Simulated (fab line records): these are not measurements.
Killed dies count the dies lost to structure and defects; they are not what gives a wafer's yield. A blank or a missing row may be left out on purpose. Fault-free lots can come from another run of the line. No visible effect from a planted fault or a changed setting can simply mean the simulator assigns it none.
Which of the tools did it? / flow n5-finfet / 24 lots with 72 wafers sampled at 5 steps, on a route of 1938 steps

== WHAT THE GAUGES READ, wafer by wafer ==
N5_BEOL_M3_THK_MEAS_53: measures by xrf. Usual: M3_THK gives 40.4 nm (standard deviation 1.4).
lot=L074; measured=day 8 09:31; on=film-metro-01; M3_THK (nm)=40.2 41.8 42.5; flag=
lot=L075; measured=day 8 14:00; on=film-metro-02; M3_THK (nm)=40.7 35.7 41.8; flag=
lot=L076; measured=day 9 02:22; on=film-metro-02; M3_THK (nm)=40.0 39.4 41.3; flag=
lot=L077; measured=day 9 05:00; on=film-metro-02; M3_THK (nm)=39.1 40.9 41.0; flag=
lot=L078; measured=day 9 05:37; on=film-metro-02; M3_THK (nm)=39.5 42.7 42.4; flag=
lot=L079; measured=day 9 06:56; on=film-metro-01; M3_THK (nm)=39.8 40.1 39.0; flag=
lot=L080; measured=day 10 01:40; on=film-metro-01; M3_THK (nm)=37.9 37.5 41.8; flag=
lot=L081; measured=day 10 04:43; on=film-metro-02; M3_THK (nm)=41.1 40.5 41.8; flag=
lot=L082; measured=day 10 09:38; on=film-metro-02; M3_THK (nm)=40.3 43.0 39.3; flag=
lot=L085; measured=day 10 12:26; on=film-metro-01; M3_THK (nm)=38.8 39.7 40.8; flag=
lot=L083; measured=day 10 15:26; on=film-metro-02; M3_THK (nm)=40.6 40.3 41.8; flag=
lot=L084; measured=day 10 23:17; on=film-metro-01; M3_THK (nm)=39.7 39.8 39.8; flag=
lot=L087; measured=day 11 06:23; on=film-metro-01; M3_THK (nm)=37.9 40.0 40.2; flag=
lot=L086; measured=day 11 08:11; on=film-metro-02; M3_THK (nm)=39.7 41.5 39.0; flag=
lot=L089; measured=day 11 13:26; on=film-metro-01; M3_THK (nm)=42.0 39.3 41.3; flag=
lot=L088; measured=day 11 21:32; on=film-metro-01; M3_THK (nm)=40.9 40.2 42.4; flag=
lot=L090; measured=day 12 02:14; on=film-metro-01; M3_THK (nm)=40.9 40.9 40.7; flag=
lot=L091; measured=day 12 05:47; on=film-metro-01; M3_THK (nm)=40.1 42.6 41.9; flag=
lot=L092; measured=day 13 06:10; on=film-metro-02; M3_THK (nm)=40.3 40.1 43.6; flag=
lot=L094; measured=day 13 06:28; on=film-metro-02; M3_THK (nm)=40.5 43.1 40.0; flag=
lot=L093; measured=day 13 07:56; on=film-metro-01; M3_THK (nm)=41.3 39.5 42.0; flag=
lot=L095; measured=day 13 20:19; on=film-metro-01; M3_THK (nm)=37.2 40.7 39.5; flag=
lot=L096; measured=day 13 22:37; on=film-metro-02; M3_THK (nm)=39.5 39.1 39.8; flag=
lot=L097; measured=day 14 07:25; on=film-metro-02; M3_THK (nm)=40.0 39.7 40.6; flag=

== WHICH TOOL RAN EACH LOT (tool, then ch and the chambers of the sampled wafers, then the start) ==
lot=L074; N5_BEOL_M3_ETCH_41=rie-diel-02 ch 0,1,2, day 8 05:50 or earlier; N5_BEOL_M3_DEGAS_44=pvd-sputter-01, day 8 05:50; N5_BEOL_M3_SPUTTER_79=pvd-sputter-03, day 8 07:11; N5_BEOL_M3_ANNEAL_51=rtp-anneal-01 ch 0, day 8 08:55
lot=L075; N5_BEOL_M3_ETCH_41=rie-diel-04 ch 0,1,3, day 8 10:14 or earlier; N5_BEOL_M3_DEGAS_44=pvd-sputter-03, day 8 10:14; N5_BEOL_M3_SPUTTER_79=pvd-sputter-01, day 8 11:29; N5_BEOL_M3_ANNEAL_51=rtp-anneal-02 ch 0, day 8 13:13
lot=L076; N5_BEOL_M3_ETCH_41=rie-diel-04 ch 0,1,2, day 8 22:52 or earlier; N5_BEOL_M3_DEGAS_44=pvd-sputter-01, day 8 22:52; N5_BEOL_M3_SPUTTER_79=pvd-sputter-01, day 9 00:02; N5_BEOL_M3_ANNEAL_51=rtp-anneal-02 ch 0, day 9 01:49
lot=L077; N5_BEOL_M3_ETCH_41=rie-diel-06 ch 1,2, day 9 01:50 or earlier; N5_BEOL_M3_DEGAS_44=pvd-sputter-01, day 9 01:50; N5_BEOL_M3_SPUTTER_79=pvd-sputter-03, day 9 02:40; N5_BEOL_M3_ANNEAL_51=rtp-anneal-01 ch 0, day 9 04:27
lot=L078; N5_BEOL_M3_ETCH_41=rie-diel-04 ch 0,1,3, day 9 01:55 or earlier; N5_BEOL_M3_DEGAS_44=pvd-sputter-01, day 9 01:55; N5_BEOL_M3_SPUTTER_79=pvd-sputter-02, day 9 03:05; N5_BEOL_M3_ANNEAL_51=rtp-anneal-01 ch 0, day 9 05:02
lot=L079; N5_BEOL_M3_ETCH_41=rie-diel-02 ch 0,1,3, day 9 02:08 or earlier; N5_BEOL_M3_DEGAS_44=pvd-sputter-02, day 9 02:08; N5_BEOL_M3_SPUTTER_79=pvd-sputter-03, day 9 04:35; N5_BEOL_M3_ANNEAL_51=rtp-anneal-02 ch 0, day 9 06:19
lot=L080; N5_BEOL_M3_ETCH_41=rie-diel-06 ch 0,1,2, day 9 21:52 or earlier; N5_BEOL_M3_DEGAS_44=pvd-sputter-01, day 9 21:52; N5_BEOL_M3_SPUTTER_79=pvd-sputter-03, day 9 23:14; N5_BEOL_M3_ANNEAL_51=rtp-anneal-01 ch 0, day 10 01:05
lot=L081; N5_BEOL_M3_ETCH_41=rie-diel-02 ch 0,1,2, day 10 01:22 or earlier; N5_BEOL_M3_DEGAS_44=pvd-sputter-03, day 10 01:22; N5_BEOL_M3_SPUTTER_79=pvd-sputter-01, day 10 02:23; N5_BEOL_M3_ANNEAL_51=rtp-anneal-02 ch 0, day 10 04:10
lot=L082; N5_BEOL_M3_ETCH_41=rie-diel-04 ch 0,3, day 10 06:21 or earlier; N5_BEOL_M3_DEGAS_44=pvd-sputter-02, day 10 06:21; N5_BEOL_M3_SPUTTER_79=pvd-sputter-03, day 10 07:18; N5_BEOL_M3_ANNEAL_51=rtp-anneal-02 ch 0, day 10 09:02
lot=L085; N5_BEOL_M3_ETCH_41=rie-diel-06 ch 0,1, day 10 09:12 or earlier; N5_BEOL_M3_DEGAS_44=pvd-sputter-02, day 10 09:12; N5_BEOL_M3_SPUTTER_79=pvd-sputter-02, day 10 10:06; N5_BEOL_M3_ANNEAL_51=rtp-anneal-02 ch 0, day 10 11:53
lot=L083; N5_BEOL_M3_ETCH_41=rie-diel-02 ch 2,3, day 10 12:13 or earlier; N5_BEOL_M3_DEGAS_44=pvd-sputter-03, day 10 12:13; N5_BEOL_M3_SPUTTER_79=pvd-sputter-02, day 10 13:06; N5_BEOL_M3_ANNEAL_51=rtp-anneal-01 ch 0, day 10 14:50
lot=L084; N5_BEOL_M3_ETCH_41=rie-diel-06 ch 0,1,3, day 10 20:01 or earlier; N5_BEOL_M3_DEGAS_44=pvd-sputter-03, day 10 20:01; N5_BEOL_M3_SPUTTER_79=pvd-sputter-01, day 10 20:57; N5_BEOL_M3_ANNEAL_51=rtp-anneal-01 ch 0, day 10 22:44
lot=L087; N5_BEOL_M3_ETCH_41=rie-diel-02 ch 0,1,3, day 11 03:11 or earlier; N5_BEOL_M3_DEGAS_44=pvd-sputter-01, day 11 03:11; N5_BEOL_M3_SPUTTER_79=pvd-sputter-02, day 11 04:04; N5_BEOL_M3_ANNEAL_51=rtp-anneal-01 ch 0, day 11 05:53
lot=L086; N5_BEOL_M3_ETCH_41=rie-diel-04 ch 2,3, day 11 04:38 or earlier; N5_BEOL_M3_DEGAS_44=pvd-sputter-03, day 11 04:38; N5_BEOL_M3_SPUTTER_79=pvd-sputter-03, day 11 05:52; N5_BEOL_M3_ANNEAL_51=rtp-anneal-01 ch 0, day 11 07:39
lot=L089; N5_BEOL_M3_ETCH_41=rie-diel-06 ch 0,1,2, day 11 08:11 or earlier; N5_BEOL_M3_DEGAS_44=pvd-sputter-03, day 11 08:11; N5_BEOL_M3_SPUTTER_79=pvd-sputter-03, day 11 11:06; N5_BEOL_M3_ANNEAL_51=rtp-anneal-01 ch 0, day 11 12:50
lot=L088; N5_BEOL_M3_ETCH_41=rie-diel-02 ch 0,1,3, day 11 18:19 or earlier; N5_BEOL_M3_DEGAS_44=pvd-sputter-03, day 11 18:19; N5_BEOL_M3_SPUTTER_79=pvd-sputter-01, day 11 19:12; N5_BEOL_M3_ANNEAL_51=rtp-anneal-02 ch 0, day 11 20:56
lot=L090; N5_BEOL_M3_ETCH_41=rie-diel-06 ch 0,1, day 11 22:48 or earlier; N5_BEOL_M3_DEGAS_44=pvd-sputter-01, day 11 22:48; N5_BEOL_M3_SPUTTER_79=pvd-sputter-01, day 11 23:50; N5_BEOL_M3_ANNEAL_51=rtp-anneal-02 ch 0, day 12 01:38
lot=L091; N5_BEOL_M3_ETCH_41=rie-diel-06 ch 0,1,3, day 12 02:37 or earlier; N5_BEOL_M3_DEGAS_44=pvd-sputter-03, day 12 02:37; N5_BEOL_M3_SPUTTER_79=pvd-sputter-01, day 12 03:28; N5_BEOL_M3_ANNEAL_51=rtp-anneal-01 ch 0, day 12 05:12
lot=L092; N5_BEOL_M3_ETCH_41=rie-diel-06 ch 1,3, day 13 03:01 or earlier; N5_BEOL_M3_DEGAS_44=pvd-sputter-01, day 13 03:01; N5_BEOL_M3_SPUTTER_79=pvd-sputter-02, day 13 03:50; N5_BEOL_M3_ANNEAL_51=rtp-anneal-01 ch 0, day 13 05:37
lot=L094; N5_BEOL_M3_ETCH_41=rie-diel-02 ch 0,1,3, day 13 03:04 or earlier; N5_BEOL_M3_DEGAS_44=pvd-sputter-03, day 13 03:04; N5_BEOL_M3_SPUTTER_79=pvd-sputter-01, day 13 04:02; N5_BEOL_M3_ANNEAL_51=rtp-anneal-01 ch 0, day 13 05:56
lot=L093; N5_BEOL_M3_ETCH_41=rie-diel-04 ch 1,3, day 13 03:12 or earlier; N5_BEOL_M3_DEGAS_44=pvd-sputter-01, day 13 03:12; N5_BEOL_M3_SPUTTER_79=pvd-sputter-03, day 13 05:36; N5_BEOL_M3_ANNEAL_51=rtp-anneal-02 ch 0, day 13 07:23
lot=L095; N5_BEOL_M3_ETCH_41=rie-diel-02 ch 0,2,3, day 13 17:02 or earlier; N5_BEOL_M3_DEGAS_44=pvd-sputter-03, day 13 17:02; N5_BEOL_M3_SPUTTER_79=pvd-sputter-03, day 13 17:59; N5_BEOL_M3_ANNEAL_51=rtp-anneal-01 ch 0, day 13 19:44
lot=L096; N5_BEOL_M3_ETCH_41=rie-diel-06 ch 0,2,3, day 13 19:19 or earlier; N5_BEOL_M3_DEGAS_44=pvd-sputter-01, day 13 19:19; N5_BEOL_M3_SPUTTER_79=pvd-sputter-01, day 13 20:16; N5_BEOL_M3_ANNEAL_51=rtp-anneal-01 ch 0, day 13 22:01
lot=L097; N5_BEOL_M3_ETCH_41=rie-diel-02 ch 0,1,2, day 14 04:13 or earlier; N5_BEOL_M3_DEGAS_44=pvd-sputter-02, day 14 04:13; N5_BEOL_M3_SPUTTER_79=pvd-sputter-01, day 14 05:04; N5_BEOL_M3_ANNEAL_51=rtp-anneal-02 ch 0, day 14 06:50
- N5_BEOL_M3_ETCH_41: etches SiCN in CH3F/O2, target depth 29.9 nm, time 52.5 s.
- N5_BEOL_M3_DEGAS_44: time 60 s.
- N5_BEOL_M3_SPUTTER_79: material Cu, target thk 4.5 nm, time 8.29 s.
- N5_BEOL_M3_ANNEAL_51: time 90 s.

== AS READ BY THE TOOLS THEMSELVES (means over the sampled wafers that have a number; for cases with no such wafer, the mark the record gives instead) ==
N5_BEOL_M3_ETCH_41. Usual: drypump-motor-current-A 5.8 A, standard deviation 0.61; oes-product-au 0.78 a.u., standard deviation 0.072; rf-vpp-V 297.1 V, standard deviation 1.5; showerhead-plenum-p-Torr 1.99 Torr, standard deviation 0.056; throttle-valve-pct 16.32 %, standard deviation 0.22.
lot=L074; tool=rie-diel-02; drypump-motor-current-A (A)=6.1; oes-product-au (a.u.)=0.81; rf-vpp-V (V)=297.2; showerhead-plenum-p-Torr (Torr)=2.01; throttle-valve-pct (%)=16.07; flag=
lot=L075; tool=rie-diel-04; drypump-motor-current-A (A)=5.6; oes-product-au (a.u.)=0.87; rf-vpp-V (V)=296.9; showerhead-plenum-p-Torr (Torr)=1.97; throttle-valve-pct (%)=16.29; flag=
lot=L076; tool=rie-diel-04; drypump-motor-current-A (A)=5.4; oes-product-au (a.u.)=0.83; rf-vpp-V (V)=295.7; showerhead-plenum-p-Torr (Torr)=1.96; throttle-valve-pct (%)=16.29; flag=
lot=L077; tool=rie-diel-06; drypump-motor-current-A (A)=5.8; oes-product-au (a.u.)=0.74; rf-vpp-V (V)=297.1; showerhead-plenum-p-Torr (Torr)=1.96; throttle-valve-pct (%)=16.48; flag=
lot=L078; tool=rie-diel-04; drypump-motor-current-A (A)=5.6; oes-product-au (a.u.)=0.85; rf-vpp-V (V)=297.2; showerhead-plenum-p-Torr (Torr)=1.97; throttle-valve-pct (%)=16.29; flag=
lot=L079; tool=rie-diel-02; drypump-motor-current-A (A)=6.2; oes-product-au (a.u.)=0.80; rf-vpp-V (V)=298.8; showerhead-plenum-p-Torr (Torr)=2.01; throttle-valve-pct (%)=16.22; flag=
lot=L080; tool=rie-diel-06; drypump-motor-current-A (A)=6.1; oes-product-au (a.u.)=0.79; rf-vpp-V (V)=298.2; showerhead-plenum-p-Torr (Torr)=2.00; throttle-valve-pct (%)=16.38; flag=
lot=L081; tool=rie-diel-02; drypump-motor-current-A (A)=6.1; oes-product-au (a.u.)=0.79; rf-vpp-V (V)=297.4; showerhead-plenum-p-Torr (Torr)=2.01; throttle-valve-pct (%)=16.09; flag=
lot=L082; tool=rie-diel-04; drypump-motor-current-A (A)=5.9; oes-product-au (a.u.)=0.86; rf-vpp-V (V)=296.2; showerhead-plenum-p-Torr (Torr)=1.95; throttle-valve-pct (%)=16.29; flag=
lot=L085; tool=rie-diel-06; drypump-motor-current-A (A)=6.2; oes-product-au (a.u.)=0.77; rf-vpp-V (V)=298.7; showerhead-plenum-p-Torr (Torr)=2.05; throttle-valve-pct (%)=16.44; flag=
lot=L083; tool=rie-diel-02; drypump-motor-current-A (A)=6.6; oes-product-au (a.u.)=0.79; rf-vpp-V (V)=295.7; showerhead-plenum-p-Torr (Torr)=1.95; throttle-valve-pct (%)=16.36; flag=
lot=L084; tool=rie-diel-06; drypump-motor-current-A (A)=5.8; oes-product-au (a.u.)=0.77; rf-vpp-V (V)=298.4; showerhead-plenum-p-Torr (Torr)=2.03; throttle-valve-pct (%)=16.40; flag=
lot=L087; tool=rie-diel-02; drypump-motor-current-A (A)=6.2; oes-product-au (a.u.)=0.80; rf-vpp-V (V)=297.9; showerhead-plenum-p-Torr (Torr)=2.00; throttle-valve-pct (%)=16.25; flag=
lot=L086; tool=rie-diel-04; drypump-motor-current-A (A)=5.3; oes-product-au (a.u.)=0.71; rf-vpp-V (V)=295.2; showerhead-plenum-p-Torr (Torr)=1.90; throttle-valve-pct (%)=16.44; flag=
lot=L089; tool=rie-diel-06; drypump-motor-current-A (A)=6.0; oes-product-au (a.u.)=0.78; rf-vpp-V (V)=297.3; showerhead-plenum-p-Torr (Torr)=1.99; throttle-valve-pct (%)=16.40; flag=
lot=L088; tool=rie-diel-02; drypump-motor-current-A (A)=6.2; oes-product-au (a.u.)=0.79; rf-vpp-V (V)=297.2; showerhead-plenum-p-Torr (Torr)=2.00; throttle-valve-pct (%)=16.26; flag=
lot=L090; tool=rie-diel-06; drypump-motor-current-A (A)=6.3; oes-product-au (a.u.)=0.82; rf-vpp-V (V)=297.8; showerhead-plenum-p-Torr (Torr)=2.04; throttle-valve-pct (%)=16.29; flag=
lot=L091; tool=rie-diel-06; drypump-motor-current-A (A)=5.8; oes-product-au (a.u.)=0.76; rf-vpp-V (V)=298.6; showerhead-plenum-p-Torr (Torr)=2.03; throttle-valve-pct (%)=16.42; flag=
lot=L092; tool=rie-diel-06; drypump-motor-current-A (A)=5.6; oes-product-au (a.u.)=0.69; rf-vpp-V (V)=297.8; showerhead-plenum-p-Torr (Torr)=2.03; throttle-valve-pct (%)=16.60; flag=
lot=L094; tool=rie-diel-02; drypump-motor-current-A (A)=6.2; oes-product-au (a.u.)=0.78; rf-vpp-V (V)=298.1; showerhead-plenum-p-Torr (Torr)=2.00; throttle-valve-pct (%)=16.28; flag=
lot=L093; tool=rie-diel-04; drypump-motor-current-A (A)=5.4; oes-product-au (a.u.)=0.79; rf-vpp-V (V)=296.0; showerhead-plenum-p-Torr (Torr)=1.95; throttle-valve-pct (%)=16.42; flag=
lot=L095; tool=rie-diel-02; drypump-motor-current-A (A)=6.2; oes-product-au (a.u.)=0.79; rf-vpp-V (V)=297.0; showerhead-plenum-p-Torr (Torr)=1.96; throttle-valve-pct (%)=16.36; flag=
lot=L096; tool=rie-diel-06; drypump-motor-current-A (A)=5.7; oes-product-au (a.u.)=0.76; rf-vpp-V (V)=297.3; showerhead-plenum-p-Torr (Torr)=1.98; throttle-valve-pct (%)=16.36; flag=
lot=L097; tool=rie-diel-02; drypump-motor-current-A (A)=6.1; oes-product-au (a.u.)=0.77; rf-vpp-V (V)=298.1; showerhead-plenum-p-Torr (Torr)=2.00; throttle-valve-pct (%)=16.14; flag=

N5_BEOL_M3_DEGAS_44. Usual: heater-power-w 320 W, standard deviation 37; susceptor-temp-C 250.00 C, standard deviation 0.18.
lot=L074; tool=pvd-sputter-01; heater-power-w (W)=375; susceptor-temp-C (C)=250.03; flag=
lot=L075; tool=pvd-sputter-03; heater-power-w (W)=307; susceptor-temp-C (C)=250.15; flag=
lot=L076; tool=pvd-sputter-01; heater-power-w (W)=377; susceptor-temp-C (C)=250.01; flag=
lot=L077; tool=pvd-sputter-01; heater-power-w (W)=349; susceptor-temp-C (C)=249.78; flag=
lot=L078; tool=pvd-sputter-01; heater-power-w (W)=374; susceptor-temp-C (C)=249.94; flag=
lot=L079; tool=pvd-sputter-02; heater-power-w (W)=293; susceptor-temp-C (C)=249.97; flag=
lot=L080; tool=pvd-sputter-01; heater-power-w (W)=343; susceptor-temp-C (C)=249.79; flag=
lot=L081; tool=pvd-sputter-03; heater-power-w (W)=308; susceptor-temp-C (C)=249.93; flag=
lot=L082; tool=pvd-sputter-02; heater-power-w (W)=304; susceptor-temp-C (C)=250.09; flag=
lot=L085; tool=pvd-sputter-02; heater-power-w (W)=319; susceptor-temp-C (C)=250.33; flag=
lot=L083; tool=pvd-sputter-03; heater-power-w (W)=307; susceptor-temp-C (C)=249.92; flag=
lot=L084; tool=pvd-sputter-03; heater-power-w (W)=314; susceptor-temp-C (C)=249.94; flag=
lot=L087; tool=pvd-sputter-01; heater-power-w (W)=358; susceptor-temp-C (C)=249.92; flag=
lot=L086; tool=pvd-sputter-03; heater-power-w (W)=336; susceptor-temp-C (C)=250.28; flag=
lot=L089; tool=pvd-sputter-03; heater-power-w (W)=314; susceptor-temp-C (C)=250.13; flag=
lot=L088; tool=pvd-sputter-03; heater-power-w (W)=320; susceptor-temp-C (C)=249.93; flag=
lot=L090; tool=pvd-sputter-01; heater-power-w (W)=319; susceptor-temp-C (C)=249.95; flag=
lot=L091; tool=pvd-sputter-03; heater-power-w (W)=326; susceptor-temp-C (C)=249.99; flag=
lot=L092; tool=pvd-sputter-01; heater-power-w (W)=330; susceptor-temp-C (C)=250.00; flag=
lot=L094; tool=pvd-sputter-03; heater-power-w (W)=306; susceptor-temp-C (C)=250.09; flag=
lot=L093; tool=pvd-sputter-01; heater-power-w (W)=277; susceptor-temp-C (C)=250.14; flag=
lot=L095; tool=pvd-sputter-03; heater-power-w (W)=322; susceptor-temp-C (C)=250.08; flag=
lot=L096; tool=pvd-sputter-01; heater-power-w (W)=306; susceptor-temp-C (C)=249.94; flag=
lot=L097; tool=pvd-sputter-02; heater-power-w (W)=313; susceptor-temp-C (C)=250.15; flag=

N5_BEOL_M3_SPUTTER_79. Usual: susceptor-temp-C -19.98 C, standard deviation 0.11; throttle-valve-pct 30.2 %, standard deviation 1.5.
lot=L074; tool=pvd-sputter-03; susceptor-temp-C (C)=-19.96; throttle-valve-pct (%)=29.1; flag=
lot=L075; tool=pvd-sputter-01; susceptor-temp-C (C)=-20.01; throttle-valve-pct (%)=32.0; flag=
lot=L076; tool=pvd-sputter-01; susceptor-temp-C (C)=-20.00; throttle-valve-pct (%)=30.1; flag=
lot=L077; tool=pvd-sputter-03; susceptor-temp-C (C)=-20.04; throttle-valve-pct (%)=28.7; flag=
lot=L078; tool=pvd-sputter-02; susceptor-temp-C (C)=-19.88; throttle-valve-pct (%)=29.4; flag=
lot=L079; tool=pvd-sputter-03; susceptor-temp-C (C)=-20.02; throttle-valve-pct (%)=29.6; flag=
lot=L080; tool=pvd-sputter-03; susceptor-temp-C (C)=-20.07; throttle-valve-pct (%)=29.7; flag=
lot=L081; tool=pvd-sputter-01; susceptor-temp-C (C)=-19.87; throttle-valve-pct (%)=30.2; flag=
lot=L082; tool=pvd-sputter-03; susceptor-temp-C (C)=-19.99; throttle-valve-pct (%)=29.5; flag=
lot=L085; tool=pvd-sputter-02; susceptor-temp-C (C)=-20.12; throttle-valve-pct (%)=30.4; flag=
lot=L083; tool=pvd-sputter-02; susceptor-temp-C (C)=-19.95; throttle-valve-pct (%)=29.7; flag=
lot=L084; tool=pvd-sputter-01; susceptor-temp-C (C)=-19.87; throttle-valve-pct (%)=31.6; flag=
lot=L087; tool=pvd-sputter-02; susceptor-temp-C (C)=-19.98; throttle-valve-pct (%)=29.8; flag=
lot=L086; tool=pvd-sputter-03; susceptor-temp-C (C)=-19.95; throttle-valve-pct (%)=29.8; flag=
lot=L089; tool=pvd-sputter-03; susceptor-temp-C (C)=-19.89; throttle-valve-pct (%)=28.8; flag=
lot=L088; tool=pvd-sputter-01; susceptor-temp-C (C)=-20.02; throttle-valve-pct (%)=32.6; flag=
lot=L090; tool=pvd-sputter-01; susceptor-temp-C (C)=-19.89; throttle-valve-pct (%)=31.5; flag=
lot=L091; tool=pvd-sputter-01; susceptor-temp-C (C)=-20.08; throttle-valve-pct (%)=30.5; flag=
lot=L092; tool=pvd-sputter-02; susceptor-temp-C (C)=-19.92; throttle-valve-pct (%)=30.2; flag=
lot=L094; tool=pvd-sputter-01; susceptor-temp-C (C)=-19.96; throttle-valve-pct (%)=32.5; flag=
lot=L093; tool=pvd-sputter-03; susceptor-temp-C (C)=-20.01; throttle-valve-pct (%)=29.6; flag=
lot=L095; tool=pvd-sputter-03; susceptor-temp-C (C)=-19.99; throttle-valve-pct (%)=29.5; flag=
lot=L096; tool=pvd-sputter-01; susceptor-temp-C (C)=-19.97; throttle-valve-pct (%)=30.4; flag=
lot=L097; tool=pvd-sputter-01; susceptor-temp-C (C)=-19.98; throttle-valve-pct (%)=31.9; flag=

N5_BEOL_M3_ANNEAL_51. Usual: anneal-temp-c-max 226.1, standard deviation 0.36; wafer_temp_C_max 225.82, standard deviation 0.3.
lot=L074 tool=rtp-anneal-01 anneal-temp-c-max=226.5 wafer_temp_C_max=225.85 flag=
lot=L075 tool=rtp-anneal-02 anneal-temp-c-max=225.8 wafer_temp_C_max=226.01 flag=
lot=L076 tool=rtp-anneal-02 anneal-temp-c-max=226.0 wafer_temp_C_max=225.83 flag=
lot=L077 tool=rtp-anneal-01 anneal-temp-c-max=226.4 wafer_temp_C_max=225.50 flag=
lot=L078 tool=rtp-anneal-01 anneal-temp-c-max=226.4 wafer_temp_C_max=225.49 flag=
lot=L079 tool=rtp-anneal-02 anneal-temp-c-max=226.0 wafer_temp_C_max=226.13 flag=
lot=L080 tool=rtp-anneal-01 anneal-temp-c-max=226.0 wafer_temp_C_max=225.91 flag=
lot=L081 tool=rtp-anneal-02 anneal-temp-c-max=225.7 wafer_temp_C_max=225.91 flag=
lot=L082 tool=rtp-anneal-02 anneal-temp-c-max=225.9 wafer_temp_C_max=226.07 flag=
lot=L085 tool=rtp-anneal-02 anneal-temp-c-max=225.6 wafer_temp_C_max=225.99 flag=
lot=L083 tool=rtp-anneal-01 anneal-temp-c-max=226.3 wafer_temp_C_max=225.58 flag=
lot=L084 tool=rtp-anneal-01 anneal-temp-c-max=226.4 wafer_temp_C_max=225.54 flag=
lot=L087 tool=rtp-anneal-01 anneal-temp-c-max=226.3 wafer_temp_C_max=225.48 flag=
lot=L086 tool=rtp-anneal-01 anneal-temp-c-max=226.2 wafer_temp_C_max=225.86 flag=
lot=L089 tool=rtp-anneal-01 anneal-temp-c-max=226.4 wafer_temp_C_max=225.86 flag=
lot=L088 tool=rtp-anneal-02 anneal-temp-c-max=225.9 wafer_temp_C_max=226.13 flag=
lot=L090 tool=rtp-anneal-02 anneal-temp-c-max=225.7 wafer_temp_C_max=226.11 flag=
lot=L091 tool=rtp-anneal-01 anneal-temp-c-max=226.4 wafer_temp_C_max=225.87 flag=
lot=L092 tool=rtp-anneal-01 anneal-temp-c-max=226.3 wafer_temp_C_max=225.49 flag=
lot=L094 tool=rtp-anneal-01 anneal-temp-c-max=226.3 wafer_temp_C_max=225.68 flag=
lot=L093 tool=rtp-anneal-02 anneal-temp-c-max=225.7 wafer_temp_C_max=226.14 flag=
lot=L095 tool=rtp-anneal-01 anneal-temp-c-max=226.4 wafer_temp_C_max=225.88 flag=
lot=L096 tool=rtp-anneal-01 anneal-temp-c-max=226.3 wafer_temp_C_max=225.46 flag=
lot=L097 tool=rtp-anneal-02 anneal-temp-c-max=225.9 wafer_temp_C_max=226.18 flag=

== THE ANSWER, worked out from the rows above alone ==
Rule: take the mean of a lot's wafers that have a number; if it is more than 3 standard deviations from the usual mean, the lot is off. A lot without any number at a reading at which 4 lots or more have one is off too. Any other lot the step has rows for is counted as sound. Order of review: gauges by route order, followed by the tools' own readings, for which a lot's mean as printed above is used. At the first step where some lot is off, the reading lying furthest off is the one used; lots without a number count as furthest.
Across all readings shown, no lot is off: no conclusion can be drawn from this.

== WHAT THE SIMULATOR PUT IN ==
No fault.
